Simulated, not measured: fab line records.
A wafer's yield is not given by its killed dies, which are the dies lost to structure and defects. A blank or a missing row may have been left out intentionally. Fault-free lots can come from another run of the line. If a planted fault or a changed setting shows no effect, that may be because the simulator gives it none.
fab line records	flow n5-finfet
[record] lots = 7	wafers = 21
route steps=1938 shown BEOL_M4@1040 BEOL_M5@1112 BEOL_M7@1266 BEOL_M8@1349
start-h: hours from the record's first day to the start of the lot's first wafer shown	wait-h: hours since the lot's step before	" same as the row above	L1.1+2: a row that stands for several wafers	- no value, or no start was given	* or withheld: withheld	< > ~ a bound
route shown NAME@n: a module of which the file shows steps, and the number in the route of the first	usual: the fault-free wafers' mean and standard deviation	same: alike in all rows	chamber/n: place in a boat	sites: the reading at each site	_std_site: the standard deviation of these	_edge_site: inner sites' mean taken away from outer sites' mean	radius-mm: for every site, how far away it sits from the centre of the wafer	mask NAME#n: copy n	behind: tool/chamber where the wafer was last shaped	hold: what put the lot on hold/how long, in hours/how the hold closed	device: the transistor (n, p or np) that didn't switch	end of line: tests run on the same wafers once the route is complete	for a step that has no rows: nothing shown but its recipe	killed: the dies lost at the first sort to structure and to defects; this is not the yield of the wafer	map: the dies of a wafer, with x for killed, . for not killed, _ for no die there
set.NAME: the run value of the setting; set.NAME@STEP: its run value at that earlier step	model.NAME: the simulator's own value behind a step, which no gauge read
lots where settings were altered on purpose, with a table for each step and a row for each wafer
[[steps]]
[step N5_BEOL_M4_ETCH_64]
[recipe] chemistry = N2/H2	target = SOC	target-depth-a = 750	overetch-a = 225	mask-material = SiARC	temp-c = 40	time-s = 121.9	ion-energy-ev = 200	pressure-mtorr = 30	source-w = 840	bias-w = 150	n2-flow-sccm = 200	h2-flow-sccm = 200
[usual] rf-vpp-V = 524.4/2.3
lot.wafer	tool	chamber	start-h	wait-h	set.bias-w	rf-vpp-V	model.SiARC_of_BEOL_M4_COAT_62.thk-nm
L074.1	rie-diel-01	2	157.62	0.0	136.6	498.0	7
L074.2	"	0	"	"	136.6	492.6	7
L074.6	"	0	"	"	150	522.2	6.2
L075.1	rie-diel-06	0	177.95	0.0	150	524.7	6.4
L075.2	"	1	"	"	150	521.4	6.2
L075.3	"	3	"	"	150	523.2	6
L084.2	rie-diel-01	3	234.80	0.0	142.6	506.1	6.6
L084.3	"	1	"	"	142.6	509.4	6.6
L084.6	"	0	"	"	142.6	505.8	6.6
L085.1	rie-diel-03	1	239.65	0.0	150	527.5	6.4
L085.4	"	0	"	"	150	525.3	6.4
L085.6	"	0	"	"	130.9	481.5	7.2
L082.2	rie-diel-01	1	240.35	0.0	125.9	468.9	7.4
L082.3	"	3	"	"	125.9	468.2	7.4
L082.5	"	2	"	"	125.9	471.2	7.6
L087.1	rie-diel-01	0	244.37	0.0	176.2	578.2	5.2
L087.2	"	2	"	"	150	528.5	6.4
L087.5	"	3	"	"	150	521.5	6.2
L097.1	rie-diel-06	2	309.11	0.0	137.9	496.2	7
L097.2	"	1	"	"	150	521.7	6.2
L097.5	"	0	"	"	137.9	495.3	7
[step N5_BEOL_M4_COAT_67]
[recipe] resist = SOC	temp-c = 250	time-s = 60	spin-rpm = 1500	resist-thk-nm = 60
lot.wafer	tool	chamber	start-h	wait-h	set.spin-rpm	model.SOC_of_BEOL_M4_COAT_67.thk-nm
L074.1+6	litho-track-05	0	158.07	0.0	1500	60
L074.2	"	0	"	"	1357	63
L075.1+2	litho-track-05	0	178.34	0.0	1500	60
L075.3	"	0	"	"	1500	59.8
L084.2	litho-track-05	0	235.21	0.0	1500	59.8
L084.3	"	0	"	"	1416	61.6
L084.6	"	0	"	"	1416	61.8
L085.1	litho-track-04	0	240.13	0.0	1616	57.8
L085.4	"	0	"	"	1500	60.2
L085.6	"	0	"	"	1616	58
L082.2+5	litho-track-04	0	240.74	0.0	1500	60
L082.3	"	0	"	"	1357	63
L087.1	litho-track-05	0	244.76	0.0	1500	60
L087.2	"	0	"	"	1500	59.8
L087.5	"	0	"	"	1349	63
L097.1	litho-track-04	0	309.50	0.0	1359	63.2
L097.2	"	0	"	"	1500	60
L097.5	"	0	"	"	1500	59.8
[step N5_BEOL_M4_COAT_68]
[recipe] resist = SiARC	temp-c = 220	time-s = 60	spin-rpm = 1500	resist-thk-nm = 12
[step N5_BEOL_M4_COAT_76]
[recipe] resist = underlayer	temp-c = 205	time-s = 60	spin-rpm = 1500	resist-thk-nm = 5
[step N5_BEOL_M4_ALD_98]
[recipe] material = SiO2	target-thk-a = 25	temp-c = 100	ald-precursor-family = BDEAS	ald-co-reactant = O2-plasma	pulse-time-s = 1	co-reactant-pulse-time-s = 1	purge-time-s = 2	co-reactant-purge-time-s = 2	ald-cycles = 17	pressure-torr = 2
[step N5_BEOL_M4_ETCHBACK_99]
[recipe] chemistry = CHF3	target = SiO2	target-depth-a = 50	time-s = 10.4	source-w = 215	bias-w = 47	Ar_flow_sccm = 200	CHF3_flow_sccm = 12	ion-energy-ev = 100	pressure-mtorr = 30
[step N5_BEOL_M4_ETCH_70]
[recipe] chemistry = N2/H2	target = SOC	target-depth-a = 800	overetch-a = 240	mask-material = SiARC	temp-c = 40	time-s = 130	ion-energy-ev = 200	pressure-mtorr = 30	source-w = 840	bias-w = 150	n2-flow-sccm = 200	h2-flow-sccm = 200
lot.wafer	tool	chamber	start-h	wait-h	set.spin-rpm@BEOL_M4_COAT_67	model.etch.depth-nm
L074.1	rie-diel-03	1	166.13	0.0	1500	60
L074.2	"	3	"	"	1357	63.03
L074.6	"	3	"	"	1500	60.04
L075.1	rie-diel-01	3	198.28	0.0	1500	60.04
L075.2	"	2	"	"	1500	60.08
L075.3	"	0	"	"	1500	59.8
L082.2	rie-diel-01	0	243.50	0.0	1500	60.04
L082.3	"	2	"	"	1357	62.94
L082.5	"	1	"	"	1500	59.97
L087.1	rie-diel-01	2	246.21	0.0	1500	59.91
L087.2	"	0	"	"	1500	59.73
L087.5	"	3	"	"	1349	63.04
L084.2	rie-diel-03	3	246.25	0.0	1500	59.87
L084.3	"	2	"	"	1416	61.7
L084.6	"	0	"	"	1416	61.72
L085.1	rie-diel-01	1	259.10	0.0	1616	57.84
L085.4	"	0	"	"	1500	60.26
L085.6	"	3	"	"	1616	57.91
L097.1	rie-diel-03	3	326.60	0.0	1359	63.13
L097.2	"	0	"	"	1500	60.09
L097.5	"	3	"	"	1500	59.9
[step N5_BEOL_M5_ILD_DEP_00]
[recipe] material = SiCOH_lowk	target-thk-a = 1406.4	temp-c = 300	precursor = DEMS/porogen	pressure-torr = 5	rf-w = 500	time-s = 25.9
lot.wafer	tool	chamber	start-h	wait-h	set.time-s	model.SiCOH_lowk_of_BEOL_M5_ILD_DEP_00.thk-nm
L074.1	pecvd-02	0	171.31	0.8	28.4	154.6
L074.2	"	1	"	"	25.9	141
L074.6	"	0	"	"	25.9	141.2
L075.1	pecvd-01	1	204.02	0.8	25.9	137.6
L075.2	"	0	"	"	25.9	137.8
L075.3	"	0	"	"	25.9	139.2
L082.2	pecvd-02	1	248.89	0.7	25.9	138.6
L082.3	"	0	"	"	27.5	146.2
L082.5	"	2	"	"	25.9	141.6
L084.2	pecvd-01	1	252.18	0.7	25.9	138.6
L084.3	"	2	"	"	25.9	140.6
L084.6	"	1	"	"	22.24	123.2
L087.1	pecvd-03	1	252.89	0.8	25.9	138.6
L087.2	"	2	"	"	25.9	140
L087.5	"	0	"	"	25.9	141
L085.1	pecvd-02	1	264.64	0.8	25.9	139.4
L085.4	"	1	"	"	25.9	141.4
L085.6	"	2	"	"	25.9	142.6
L097.1	pecvd-02	2	332.62	0.8	25.9	141
L097.2	"	1	"	"	25.9	142
L097.5	"	2	"	"	25.9	141.8
[step N5_BEOL_M5_CURE_79]
[recipe] temp-c = 385	time-s = 240	ambient = He/Ar	material = SiCOH_lowk
lot.wafer	tool	chamber	start-h	wait-h	set.time-s@BEOL_M5_ILD_DEP_00	model.SiCOH_lowk_of_BEOL_M5_ILD_DEP_00.thk-nm
L074.1	uv-cure-03	0	171.37	0.0	28.4	133
L074.2	"	0	"	"	25.9	121.4
L074.6	"	0	"	"	25.9	121.6
L075.1	uv-cure-03	0	204.10	0.1	25.9	118.4
L075.2	"	0	"	"	25.9	118.6
L075.3	"	0	"	"	25.9	119.8
L082.2	uv-cure-03	0	249.03	0.1	25.9	119.4
L082.3	"	0	"	"	27.5	125.8
L082.5	"	0	"	"	25.9	121.8
L084.2	uv-cure-03	0	252.32	0.1	25.9	119.2
L084.3	"	0	"	"	25.9	121
L084.6	"	0	"	"	22.24	105.8
L087.1	uv-cure-01	2	252.95	0.0	25.9	119.2
L087.2	"	2	"	"	25.9	120.4
L087.5	"	2	"	"	25.9	121.4
L085.1	uv-cure-03	1	264.70	0.0	25.9	120
L085.4	"	1	"	"	25.9	121.8
L085.6	"	1	"	"	25.9	122.8
L097.1	uv-cure-03	0	332.68	0.0	25.9	121.2
L097.2	"	0	"	"	25.9	122.2
L097.5	"	0	"	"	25.9	122
[step N5_BEOL_M5_THK_MEAS_01]
[recipe] reads = SiCOH_lowk_of_BEOL_M5_ILD_DEP_00
[usual] M5_ILD_THK = 121.0/1.4
lot.wafer	tool	chamber	start-h	wait-h	set.time-s@BEOL_M5_ILD_DEP_00	M5_ILD_THK[nm]
L074.1	film-metro-01	-	171.88	0.4	28.4	133.1
L074.2	"	-	"	"	25.9	121.4
L074.6	"	-	"	"	25.9	121.5
L075.1	film-metro-01	-	204.61	0.4	25.9	118.4
L075.2	"	-	"	"	25.9	118.5
L075.3	"	-	"	"	25.9	119.8
L082.2	film-metro-01	-	249.46	0.4	25.9	119.3
L082.3	"	-	"	"	27.5	125.9
L082.5	"	-	"	"	25.9	121.8
L084.2	film-metro-01	-	252.75	0.4	25.9	119.2
L084.3	"	-	"	"	25.9	120.9
L084.6	"	-	"	"	22.24	105.9
L087.1	film-metro-01	-	253.95	0.8	25.9	119.2
L087.2	"	-	"	"	25.9	120.5
L087.5	"	-	"	"	25.9	121.3
L085.1	film-metro-02	-	265.21	0.4	25.9	120.0
L085.4	"	-	"	"	25.9	121.8
L085.6	"	-	"	"	25.9	122.8
L097.1	film-metro-02	-	333.20	0.4	25.9	121.3
L097.2	"	-	"	"	25.9	122.3
L097.5	"	-	"	"	25.9	122.1
[step N5_BEOL_M5_PECVD_70]
[recipe] material = SiO2	target-thk-a = 160	temp-c = 400	precursor = TEOS/O2	pressure-torr = 5.5	rf-w = 450	teos-flow-sccm = 53.8	gas = O2	flow-sccm = 3000	time-s = 18
lot.wafer	tool	chamber	start-h	wait-h	set.temp-c	model.SiO2_of_BEOL_M5_PECVD_70.thk-nm
L074.1	pecvd-03	2	171.92	0.0	400	16
L074.2	"	1	"	"	400	15.8
L074.6	"	2	"	"	400	16.2
L075.1	pecvd-01	0	204.65	0.0	400	16
L075.2	"	1	"	"	400	15.8
L075.3	"	1	"	"	400	16.2
L082.2	pecvd-02	2	249.50	0.0	408.4	14.8
L082.3	"	1	"	"	400	15.8
L082.5	"	2	"	"	408.4	15.2
L084.2+3	pecvd-03	0,1	252.79	0.0	400	15.8
L084.6	"	2	"	"	394.3	16.6
L087.1+2+5	pecvd-01	2,1,0	253.98	0.0	400	15.8
L085.1	pecvd-01	0	265.25	0.0	400	15.8
L085.4	"	1	"	"	400	16
L085.6	"	2	"	"	400	16.2
L097.1	pecvd-02	1	333.23	0.0	400	16
L097.2	"	2	"	"	410.4	14.6
L097.5	"	0	"	"	410.4	15
[step N5_BEOL_M7_PECVD_70]
[recipe] material = SiO2	target-thk-a = 200	temp-c = 400	precursor = TEOS/O2	pressure-torr = 5.5	rf-w = 450	teos-flow-sccm = 53.8	gas = O2	flow-sccm = 3000	time-s = 22.7
lot.wafer	tool	chamber	start-h	wait-h	set.temp-c	model.SiO2_of_BEOL_M7_PECVD_70.thk-nm
L074.1	pecvd-04	2	195.82	0.0	395.4	20.6
L074.2	"	0	"	"	400	20
L074.6	"	1	"	"	400	20.2
L075.1+2	pecvd-02	1,0	226.78	0.0	400	19.6
L075.3	"	2	"	"	400	20
L082.2	pecvd-04	0	273.32	0.0	400	19.8
L082.3	"	1	"	"	400	20.2
L082.5	"	0	"	"	400	20
L084.2	pecvd-02	2	273.71	0.0	400	19.8
L084.3	"	0	"	"	394.3	20.6
L084.6	"	2	"	"	400	20.2
L087.1	pecvd-01	0	274.14	0.0	400	19.6
L087.2	"	1	"	"	386.7	21.2
L087.5	"	2	"	"	400	19.8
L085.1+6	pecvd-02	0,1	286.65	0.0	400	20
L085.4	"	2	"	"	411.2	18.8
L097.1	pecvd-01	0	352.64	0.0	386.7	22
L097.2	"	1	"	"	386.7	21.8
L097.5	"	2	"	"	400	20.2
[step N5_BEOL_M7_HM_DEP_02]
[recipe] material = TiN	target-thk-a = 200	temp-c = 25	chamber-pressure-pa = 0.49996
lot.wafer	tool	chamber	start-h	wait-h	set.target-thk-a	model.TiN_of_BEOL_M7_HM_DEP_02.thk-nm
L074.1+2+6	pvd-sputter-03	-	196.27	0.4	200	20.2
L075.1+2+3	pvd-sputter-01	-	227.56	0.8	200	19.8
L082.2	pvd-sputter-03	-	274.91	1.6	200	19.8
L082.3	"	-	"	"	200	20
L082.5	"	-	"	"	187.8	18.6
L084.2+3	pvd-sputter-03	-	275.61	1.9	200	20
L084.6	"	-	"	"	200	19.8
L087.1+5	pvd-sputter-01	-	275.61	1.5	226.8	22.6
L087.2	"	-	"	"	200	19.8
L085.1+4	pvd-sputter-03	-	288.57	1.9	179.6	18
L085.6	"	-	"	"	200	20
L097.1+5	pvd-sputter-01	-	354.64	2.0	207.9	20.6
L097.2	"	-	"	"	200	19.8
[step N5_BEOL_M7_COAT_59]
[recipe] resist = SOC	temp-c = 250	time-s = 60	spin-rpm = 1500	resist-thk-nm = 100
[step N5_BEOL_M7_COAT_60]
[recipe] resist = SiARC	temp-c = 220	time-s = 60	spin-rpm = 1500	resist-thk-nm = 35
[step N5_BEOL_M7_STRIP_68]
[recipe] chemistry = N2/H2	temp-c = 40	n2-flow-sccm = 200	h2-flow-sccm = 200	rf-frequency-hz = 6e+07
[step N5_BEOL_M7_STRIP_67]
[recipe] chemistry = CF4	resist = SiARC	power-w = 300	bias-power-w = 75	pressure-mtorr = 50	cf4-flow-sccm = 150	rf-frequency-hz = 6e+07
[step N5_BEOL_M7_HM_OPEN_17]
[recipe] chemistry = Cl2/BCl3	target-depth-a = 200	overetch-a = 60	target = TiN	mask-material = SOC	ion-energy-ev = 150	pressure-mtorr = 10	icp-w = 1000	bias-w = 126	Cl2_flow_sccm = 53.25	bcl3-flow-sccm = 21.75	Ar_flow_sccm = 25
lot.wafer	tool	chamber	start-h	wait-h	set.target-thk-a@BEOL_M7_HM_DEP_02	model.etch.depth-nm
L074.1+6	rie-metal-02	0	197.13	0.0	200	20.25
L074.2	"	1	"	"	200	20.16
L075.1	rie-metal-01	0	228.42	0.0	200	19.74
L075.2	"	1	"	"	200	19.73
L075.3	"	1	"	"	200	19.75
L082.2	rie-metal-01	0	275.66	0.0	200	19.87
L082.3	"	1	"	"	200	19.91
L082.5	"	1	"	"	187.8	18.68
L084.2	rie-metal-02	1	276.51	0.0	200	20.07
L084.3	"	0	"	"	200	19.96
L084.6	"	1	"	"	200	19.84
L087.1	rie-metal-01	1	276.81	0.0	226.8	22.51
L087.2	"	0	"	"	200	19.8
L087.5	"	1	"	"	226.8	22.59
L085.1	rie-metal-03	0	289.43	0.0	179.6	18.09
L085.4	"	1	"	"	179.6	18.02
L085.6	"	1	"	"	200	20.07
L097.1	rie-metal-02	0	355.87	0.0	207.9	20.7
L097.2	"	1	"	"	200	19.77
L097.5	"	0	"	"	207.9	20.62
[step N5_BEOL_M7_COAT_71]
[recipe] resist = underlayer	temp-c = 205	time-s = 60	spin-rpm = 1500	resist-thk-nm = 5
lot.wafer	tool	chamber	start-h	wait-h	set.spin-rpm
L074.1	litho-track-01	0	-	-	1500
L074.2+6	"	0	"	"	1409
L075.1+2+3	litho-track-02	0	-	-	1500
L084.2+6	litho-track-01	0	-	-	1636
L084.3	"	0	"	"	1500
L082.2	litho-track-02	0	-	-	1567
L082.3+5	"	0	"	"	1500
L087.1	litho-track-04	0	-	-	1500
L087.2+5	"	0	"	"	1418
L085.1+6	litho-track-04	0	-	-	1389
L085.4	"	0	"	"	1500
L097.1+2	litho-track-01	0	-	-	1572
L097.5	"	0	"	"	1500
[step N5_BEOL_M7_COAT_22]
[recipe] resist = CAR-EUV	spin-rpm = 1500	resist-thk-nm = 30
lot.wafer	tool	chamber	start-h	wait-h	set.spin-rpm	model.CAR-EUV_of_BEOL_M7_COAT_22.thk-nm
L074.1	litho-track-01	0	-	-	1500	30.2
L074.2	"	0	"	"	1500	30
L074.6	"	0	"	"	1428	30.8
L075.1+2	litho-track-02	0	-	-	1500	30
L075.3	"	0	"	"	1500	29.8
L084.2+3+6	litho-track-01	0	-	-	1500	30
L082.2+5	litho-track-02	0	-	-	1626	28.8
L082.3	"	0	"	"	1500	30
L087.1+2	litho-track-04	0	-	-	1500	30
L087.5	"	0	"	"	1657	28.6
L085.1+4+6	litho-track-04	0	-	-	1500	30
L097.1+2+5	litho-track-01	0	-	-	1500	30
[step N5_BEOL_M7_EBR_24]
[recipe] solvent = PGMEA	ebr-width-mm = 1.5
[step N5_BEOL_M7_SOFTBAKE_23]
[recipe] temp-c = 110	time-s = 60	resist = CAR-EUV
[step N5_BEOL_M7_EXPOSE_25]
[recipe] mask-id = V6	na = 0.33	source-shape = annular	sigma-inner = 0.4	sigma-outer = 0.8	polarization = unpolarized	target-cd-nm = 40	dose-mj = 42.5
[step N5_BEOL_M7_PEB_26]
[recipe] peb-temp-c = 100	peb-time-s = 60	resist = CAR-EUV
[step N5_BEOL_M7_DEVELOP_27]
[recipe] develop-time-s = 30	developer = TMAH	resist = CAR-EUV	rinse-liquid = surfactant-rinse	dry = air-spin	dev-temp-c = 23
lot.wafer	tool	chamber	start-h	wait-h	set.spin-rpm@BEOL_M7_COAT_22	model.CAR-EUV_of_BEOL_M7_COAT_22.thk-nm
L074.1+2	litho-track-01	0	-	-	1500	29.6
L074.6	"	0	"	"	1428	30.4
L075.1+2+3	litho-track-01	0	-	-	1500	29.4
L084.2+3+6	litho-track-04	0	-	-	1500	29.6
L082.2+5	litho-track-01	0	-	-	1626	28.4
L082.3	"	0	"	"	1500	29.6
L087.1	litho-track-02	0	-	-	1500	29.6
L087.2	"	0	"	"	1500	29.4
L087.5	"	0	"	"	1657	28
L085.1+4+6	litho-track-02	0	-	-	1500	29.6
L097.1+2+5	litho-track-02	0	-	-	1500	29.6
[step N5_BEOL_M7_DESCUM_33]
[recipe] chemistry = O2	time-s = 7	source-power-w = 50	bias-power-w = 20	pressure-mtorr = 20	rf-frequency-hz = 2.712e+07	temp-c = 40	resist = CAR-EUV	o2-flow-sccm = 225
lot.wafer	tool	chamber	start-h	wait-h	set.spin-rpm@BEOL_M7_COAT_22	model.CAR-EUV_of_BEOL_M7_COAT_22.thk-nm
L074.1+2	rie-diel-04	3,2	198.74	0.0	1500	26.2
L074.6	"	0	"	"	1428	26.8
L075.1+2+3	rie-diel-02	2,0,3	230.17	0.3	1500	26
L084.2+3+6	rie-diel-02	1,0,1	278.81	0.0	1500	26
L082.2	rie-diel-04	2	279.06	0.2	1626	25
L082.3	"	3	"	"	1500	26
L082.5	"	3	"	"	1626	24.8
L087.1+2	rie-diel-04	1,2	279.46	0.5	1500	26
L087.5	"	2	"	"	1657	24.6
L085.1+6	rie-diel-05	2,0	290.28	0.3	1500	26.2
L085.4	"	1	"	"	1500	26
L097.1+2+5	rie-diel-05	2,0,2	357.99	0.1	1500	26
[step N5_BEOL_M7_ETCH_72]
[recipe] chemistry = N2/H2	target = underlayer	target-depth-a = 65	mask-material = CAR-EUV	time-s = 5.2	ion-energy-ev = 200	pressure-mtorr = 30	source-w = 840	bias-w = 150	n2-flow-sccm = 200	h2-flow-sccm = 200	ends = cleared
[usual] etch-rf-on-time-s = 5.20/0.096
lot.wafer	tool	chamber	start-h	wait-h	set.spin-rpm@BEOL_M7_COAT_71	etch-rf-on-time-s	model.etch.depth-nm
L074.1	rie-diel-04	3	198.77	0.0	1500	5.16	4.998
L074.2	"	2	"	"	1409	5.36	5.139
L074.6	"	0	"	"	1409	5.41	5.144
L075.1	rie-diel-02	2	230.20	0.0	1500	5.05	4.977
L075.2	"	0	"	"	1500	5.21	4.973
L075.3	"	3	"	"	1500	5.12	4.99
L084.2	rie-diel-02	1	278.85	0.0	1636	4.97	4.792
L084.3	"	0	"	"	1500	5.27	5.019
L084.6	"	1	"	"	1636	4.92	4.796
L082.2	rie-diel-04	2	279.09	0.0	1567	5.04	4.867
L082.3	"	3	"	"	1500	5.05	4.971
L082.5	"	3	"	"	1500	5.12	4.974
L087.1	rie-diel-04	1	279.49	0.0	1500	5.17	5.006
L087.2	"	2	"	"	1418	5.33	5.147
L087.5	"	2	"	"	1418	5.34	5.148
L085.1	rie-diel-05	2	290.32	0.0	1389	5.34	5.181
L085.4	"	1	"	"	1500	5.06	4.982
L085.6	"	0	"	"	1389	5.47	5.205
L097.1	rie-diel-05	2	358.02	0.0	1572	5.08	4.881
L097.2	"	0	"	"	1572	5.04	4.9
L097.5	"	2	"	"	1500	5.21	5.002
[step N5_BEOL_M8_ETCH_61]
[recipe] chemistry = CF4	target = SiARC	target-depth-a = 455	mask-material = CAR-ArF	time-s = 75.8	ion-energy-ev = 80	pressure-mtorr = 40	source-w = 545	bias-w = 36	Ar_flow_sccm = 100	cf4-flow-sccm = 100	ends = cleared
[usual] etch-rf-on-time-s = 75.4/1	rf-vpp-V = 184.1/1.1
lot.wafer	tool	chamber	start-h	wait-h	set.bias-w	etch-rf-on-time-s	rf-vpp-V
L074.1	rie-diel-06	0	203.33	0.0	36	76.1	183.4
L074.2	"	3	"	"	36	74.6	184.8
L074.6	"	3	"	"	36	74.2	184.6
L075.1	rie-diel-01	3	237.79	0.0	36	75.3	183.4
L075.2	"	1	"	"	36	73.8	184.2
L075.3	"	2	"	"	36	75.8	184.3
L084.2	rie-diel-01	0	285.05	0.0	38.14	73.7	190.8
L084.3	"	1	"	"	38.14	71.9	191.3
L084.6	"	2	"	"	36	75.9	184.5
L082.2	rie-diel-03	1	285.11	0.0	30.24	81.2	166.1
L082.3	"	2	"	"	30.24	80.6	166.2
L082.5	"	0	"	"	36	74.6	184.6
L087.1	rie-diel-01	0	285.86	0.0	36	75.5	183.6
L087.2	"	1	"	"	30.7	76.9	165.7
L087.5	"	2	"	"	30.7	78.7	167.1
L085.1	rie-diel-06	1	296.80	0.0	36	74.2	182.1
L085.4	"	0	"	"	30.37	80.2	164.2
L085.6	"	2	"	"	30.37	81.1	164.0
L097.1	rie-diel-01	3	363.66	0.0	31.99	78.3	170.2
L097.2	"	0	"	"	36	75.7	182.7
L097.5	"	3	"	"	31.99	78.4	168.8
[[key]]
[split] step = N5_BEOL_M4_ETCH_64	setting = bias-w	stated = 150	by = wafer
[response] step = N5_BEOL_M4_ETCH_64	reading = rf-vpp-V	change = +3.19	per = 1%	r = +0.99
[response] step = N5_BEOL_M4_ETCH_64	reading = model.SiARC_of_BEOL_M4_COAT_62.thk-nm	change = -0.0703	per = 1%	r = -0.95
[split] step = N5_BEOL_M4_COAT_67	setting = spin-rpm	stated = 1500	by = wafer
[response] step = N5_BEOL_M4_COAT_67	reading = model.SOC_of_BEOL_M4_COAT_67.thk-nm	change = -0.32	per = 1%	r = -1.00
[response] step = N5_BEOL_M4_ETCH_70	reading = model.etch.depth-nm	change = -0.318	per = 1%	r = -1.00
[split] step = N5_BEOL_M5_ILD_DEP_00	setting = time-s	stated = 25.9	by = wafer
[response] step = N5_BEOL_M5_ILD_DEP_00	reading = model.SiCOH_lowk_of_BEOL_M5_ILD_DEP_00.thk-nm	change = +1.21	per = 1%	r = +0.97
[response] step = N5_BEOL_M5_CURE_79	reading = model.SiCOH_lowk_of_BEOL_M5_ILD_DEP_00.thk-nm	change = +1.04	per = 1%	r = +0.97
[response] step = N5_BEOL_M5_THK_MEAS_01	reading = M5_ILD_THK	change = +1.05	per = 1%	r = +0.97
[split] step = N5_BEOL_M5_PECVD_70	setting = temp-c	stated = 400	by = wafer
[response] step = N5_BEOL_M5_PECVD_70	reading = model.SiO2_of_BEOL_M5_PECVD_70.thk-nm	change = -0.45	per = 1%	r = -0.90
[split] step = N5_BEOL_M7_PECVD_70	setting = temp-c	stated = 400	by = wafer
[response] step = N5_BEOL_M7_PECVD_70	reading = model.SiO2_of_BEOL_M7_PECVD_70.thk-nm	change = -0.463	per = 1%	r = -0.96
[split] step = N5_BEOL_M7_HM_DEP_02	setting = target-thk-a	stated = 200	by = wafer
[response] step = N5_BEOL_M7_HM_DEP_02	reading = model.TiN_of_BEOL_M7_HM_DEP_02.thk-nm	change = +0.205	per = 1%	r = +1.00
[response] step = N5_BEOL_M7_HM_OPEN_17	reading = model.etch.depth-nm	change = +0.203	per = 1%	r = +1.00
[split] step = N5_BEOL_M7_COAT_71	setting = spin-rpm	stated = 1500	by = wafer
[response] step = N5_BEOL_M7_ETCH_72	reading = etch-rf-on-time-s	change = *	per = 1%	r = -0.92
[response] step = N5_BEOL_M7_ETCH_72	reading = model.etch.depth-nm	change = -0.0253	per = 1%	r = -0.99
[split] step = N5_BEOL_M7_COAT_22	setting = spin-rpm	stated = 1500	by = wafer
[response] step = N5_BEOL_M7_COAT_22	reading = model.CAR-EUV_of_BEOL_M7_COAT_22.thk-nm	change = -0.138	per = 1%	r = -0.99
[response] step = N5_BEOL_M7_DEVELOP_27	reading = model.CAR-EUV_of_BEOL_M7_COAT_22.thk-nm	change = -0.146	per = 1%	r = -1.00
[response] step = N5_BEOL_M7_DESCUM_33	reading = model.CAR-EUV_of_BEOL_M7_COAT_22.thk-nm	change = -0.132	per = 1%	r = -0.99
[split] step = N5_BEOL_M8_ETCH_61	setting = bias-w	stated = 36	by = wafer
[response] step = N5_BEOL_M8_ETCH_61	reading = etch-rf-on-time-s	change = *	per = 1%	r = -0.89
[response] step = N5_BEOL_M8_ETCH_61	reading = rf-vpp-V	change = +1.16	per = 1%	r = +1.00
